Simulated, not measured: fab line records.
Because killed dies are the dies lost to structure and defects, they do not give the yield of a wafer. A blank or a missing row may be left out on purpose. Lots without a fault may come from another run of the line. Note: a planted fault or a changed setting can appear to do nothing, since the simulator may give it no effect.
Split-lot trial / flow n5_finfet / 7 lots, 39 wafers read, on a route of 1938 steps

SPLIT DETAILS
At N5_HKMG_FIN_EXPOSE_46 (exposes mask NDIPOLE), the setting dose_mj was moved away from the recipe's 40 on 12 of the 39 wafers read, by -4.0% to +5.4%. The other wafers ran this setting at the recipe's value.

FROM THE SPLIT TO THE READING: what the file shows between them, 2 steps
- N5_HKMG_FIN_PEB_47: peb time 60 s
- N5_HKMG_FIN_DEVELOP_48: develop time 30 s

THE READING
cd_nm at N5_HKMG_FIN_CD_MEAS_49, given in nm (cd target 202 nm). A value of 202.0 nm with a standard deviation of 0.51 nm is what fault-free wafers of this fab line usually give.

wafer=L080.1; tool, chamber at the split=arfi_scanner-03, 0; dose_mj as run=40; against the recipe=recipe; cd_nm, nm=201.8; against lot-mates on the recipe=-
wafer=L080.2; tool, chamber at the split=arfi_scanner-03, 0; dose_mj as run=38.4; against the recipe=-4.0%; cd_nm, nm=200.2; against lot-mates on the recipe=-2.2
wafer=L080.3; tool, chamber at the split=arfi_scanner-03, 0; dose_mj as run=40; against the recipe=recipe; cd_nm, nm=202.4; against lot-mates on the recipe=-
wafer=L080.4; tool, chamber at the split=arfi_scanner-03, 0; dose_mj as run=38.4; against the recipe=-4.0%; cd_nm, nm=199.3; against lot-mates on the recipe=-3.1
wafer=L080.5; tool, chamber at the split=arfi_scanner-03, 0; dose_mj as run=40; against the recipe=recipe; cd_nm, nm=202.9; against lot-mates on the recipe=-
wafer=L080.6; tool, chamber at the split=arfi_scanner-03, 0; dose_mj as run=38.4; against the recipe=-4.0%; cd_nm, nm=199.2; against lot-mates on the recipe=-3.2
wafer=L081.1; tool, chamber at the split=arfi_scanner-03, 0; dose_mj as run=40; against the recipe=recipe; cd_nm, nm=201.7; against lot-mates on the recipe=-
wafer=L081.5; tool, chamber at the split=arfi_scanner-03, 0; dose_mj as run=40; against the recipe=recipe; cd_nm, nm=202.0; against lot-mates on the recipe=-
wafer=L081.6; tool, chamber at the split=arfi_scanner-03, 0; dose_mj as run=40; against the recipe=recipe; cd_nm, nm=202.4; against lot-mates on the recipe=-
wafer=L085.1; tool, chamber at the split=arfi_scanner-02, 0; dose_mj as run=40; against the recipe=recipe; cd_nm, nm=202.5; against lot-mates on the recipe=-
wafer=L085.2; tool, chamber at the split=arfi_scanner-02, 0; dose_mj as run=40; against the recipe=recipe; cd_nm, nm=202.1; against lot-mates on the recipe=-
wafer=L085.3; tool, chamber at the split=arfi_scanner-02, 0; dose_mj as run=38.97; against the recipe=-2.6%; cd_nm, nm=200.8; against lot-mates on the recipe=-1.4
wafer=L085.4; tool, chamber at the split=arfi_scanner-02, 0; dose_mj as run=40; against the recipe=recipe; cd_nm, nm=202.0; against lot-mates on the recipe=-
wafer=L085.5; tool, chamber at the split=arfi_scanner-02, 0; dose_mj as run=38.97; against the recipe=-2.6%; cd_nm, nm=200.7; against lot-mates on the recipe=-1.5
wafer=L085.6; tool, chamber at the split=arfi_scanner-02, 0; dose_mj as run=38.97; against the recipe=-2.6%; cd_nm, nm=200.8; against lot-mates on the recipe=-1.4
wafer=L088.1; tool, chamber at the split=arfi_scanner-01, 0; dose_mj as run=40.97; against the recipe=+2.4%; cd_nm, nm=203.4; against lot-mates on the recipe=+1.1
wafer=L088.2; tool, chamber at the split=arfi_scanner-01, 0; dose_mj as run=40; against the recipe=recipe; cd_nm, nm=202.7; against lot-mates on the recipe=-
wafer=L088.3; tool, chamber at the split=arfi_scanner-01, 0; dose_mj as run=40; against the recipe=recipe; cd_nm, nm=202.5; against lot-mates on the recipe=-
wafer=L088.4; tool, chamber at the split=arfi_scanner-01, 0; dose_mj as run=40.97; against the recipe=+2.4%; cd_nm, nm=202.9; against lot-mates on the recipe=+0.6
wafer=L088.5; tool, chamber at the split=arfi_scanner-01, 0; dose_mj as run=40; against the recipe=recipe; cd_nm, nm=201.8; against lot-mates on the recipe=-
wafer=L088.6; tool, chamber at the split=arfi_scanner-01, 0; dose_mj as run=40.97; against the recipe=+2.4%; cd_nm, nm=203.0; against lot-mates on the recipe=+0.7
wafer=L092.1; tool, chamber at the split=arfi_scanner-03, 0; dose_mj as run=40; against the recipe=recipe; cd_nm, nm=203.1; against lot-mates on the recipe=-
wafer=L092.2; tool, chamber at the split=arfi_scanner-03, 0; dose_mj as run=40; against the recipe=recipe; cd_nm, nm=201.9; against lot-mates on the recipe=-
wafer=L092.3; tool, chamber at the split=arfi_scanner-03, 0; dose_mj as run=40; against the recipe=recipe; cd_nm, nm=202.0; against lot-mates on the recipe=-
wafer=L092.4; tool, chamber at the split=arfi_scanner-03, 0; dose_mj as run=40; against the recipe=recipe; cd_nm, nm=202.2; against lot-mates on the recipe=-
wafer=L092.5; tool, chamber at the split=arfi_scanner-03, 0; dose_mj as run=40; against the recipe=recipe; cd_nm, nm=201.5; against lot-mates on the recipe=-
wafer=L092.6; tool, chamber at the split=arfi_scanner-03, 0; dose_mj as run=40; against the recipe=recipe; cd_nm, nm=201.8; against lot-mates on the recipe=-
wafer=L093.1; tool, chamber at the split=arfi_scanner-02, 0; dose_mj as run=40; against the recipe=recipe; cd_nm, nm=201.7; against lot-mates on the recipe=-
wafer=L093.2; tool, chamber at the split=arfi_scanner-02, 0; dose_mj as run=40; against the recipe=recipe; cd_nm, nm=201.5; against lot-mates on the recipe=-
wafer=L093.3; tool, chamber at the split=arfi_scanner-02, 0; dose_mj as run=40; against the recipe=recipe; cd_nm, nm=201.9; against lot-mates on the recipe=-
wafer=L093.4; tool, chamber at the split=arfi_scanner-02, 0; dose_mj as run=40; against the recipe=recipe; cd_nm, nm=202.1; against lot-mates on the recipe=-
wafer=L093.5; tool, chamber at the split=arfi_scanner-02, 0; dose_mj as run=40; against the recipe=recipe; cd_nm, nm=202.1; against lot-mates on the recipe=-
wafer=L093.6; tool, chamber at the split=arfi_scanner-02, 0; dose_mj as run=40; against the recipe=recipe; cd_nm, nm=202.6; against lot-mates on the recipe=-
wafer=L096.1; tool, chamber at the split=arfi_scanner-03, 0; dose_mj as run=40; against the recipe=recipe; cd_nm, nm=201.3; against lot-mates on the recipe=-
wafer=L096.2; tool, chamber at the split=arfi_scanner-03, 0; dose_mj as run=42.15; against the recipe=+5.4%; cd_nm, nm=205.1; against lot-mates on the recipe=+3.5
wafer=L096.3; tool, chamber at the split=arfi_scanner-03, 0; dose_mj as run=42.15; against the recipe=+5.4%; cd_nm, nm=204.7; against lot-mates on the recipe=+3.1
wafer=L096.4; tool, chamber at the split=arfi_scanner-03, 0; dose_mj as run=40; against the recipe=recipe; cd_nm, nm=201.9; against lot-mates on the recipe=-
wafer=L096.5; tool, chamber at the split=arfi_scanner-03, 0; dose_mj as run=42.15; against the recipe=+5.4%; cd_nm, nm=204.9; against lot-mates on the recipe=+3.3
wafer=L096.6; tool, chamber at the split=arfi_scanner-03, 0; dose_mj as run=40; against the recipe=recipe; cd_nm, nm=201.7; against lot-mates on the recipe=-

FIT RESULTS
A straight line over all 39 wafers: cd_nm changes by +0.542 nm for each +1% of dose_mj; r = +0.94; the points scatter about the line by 0.42 nm.
The same after taking each lot's own level away (the mean of its wafers on the recipe; 39 wafers): +0.599 nm for each +1%; r = +0.95; scatter 0.42 nm.
According to that fit, moving dose_mj by its largest amount changes the reading by 3.2 nm.
The lots' own levels span 201.63 to 202.37 nm, that is 1.4 times the standard deviation above.
Hence the lot-to-lot level has little effect on the slope; both slopes agree.
Check: +3.08 nm against its lot-mates is what the line predicts for one of the wafers moved furthest among these (+5.4%) when that wafer is left out of the fit. Against them it came out at +3.47 nm.

FURTHER SPLITS ON THESE WAFERS
Other splits were also applied to these wafers ahead of the reading. Each is held against what the fit with the lots' levels taken away leaves over:
other split on the same wafers=N5_FIN_SAQP_EXPOSE_13 dose_mj; wafers away from the commonest value=9; r with cd_nm (lot level and that fit taken away)=-0.03
other split on the same wafers=N5_FIN_CUT_CUT_ETCH_15 time_s; wafers away from the commonest value=12; r with cd_nm (lot level and that fit taken away)=-0.17
other split on the same wafers=N5_DUMMY_GATE_CVD_03 target_thk_a; wafers away from the commonest value=33; r with cd_nm (lot level and that fit taken away)=+0.11
other split on the same wafers=N5_DUMMY_GATE_ETCH_37 source_w; wafers away from the commonest value=18; r with cd_nm (lot level and that fit taken away)=-0.03

THE WHOLE CHAIN: every reading that the file lists as answering this split, in the file's order
step=N5_HKMG_FIN_CD_MEAS_49; what it does=target cd 202 nm; reading=cd_nm; change (the file's fit)=+0.594 nm for each +1% of the setting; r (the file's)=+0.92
step=N5_HKMG_FIN_ETCH_54; what it does=etches SiARC in CF4, target depth 45.5 nm, time 75.8 s; reading=HKMG_FIN.cd_offset_nm (the simulator's own value, which no gauge read); change (the file's fit)=+0.591 nm for each +1% of the setting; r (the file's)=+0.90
step=N5_HKMG_FIN_ETCH_55; what it does=etches SOC in N2/H2, target depth 240 nm, time 300 s; reading=HKMG_FIN.cd_offset_nm (the simulator's own value, which no gauge read); change (the file's fit)=+0.638 nm for each +1% of the setting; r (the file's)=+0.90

FILE'S OWN FIT
cd_nm changes by +0.594 nm for each +1% of dose_mj, r = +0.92.
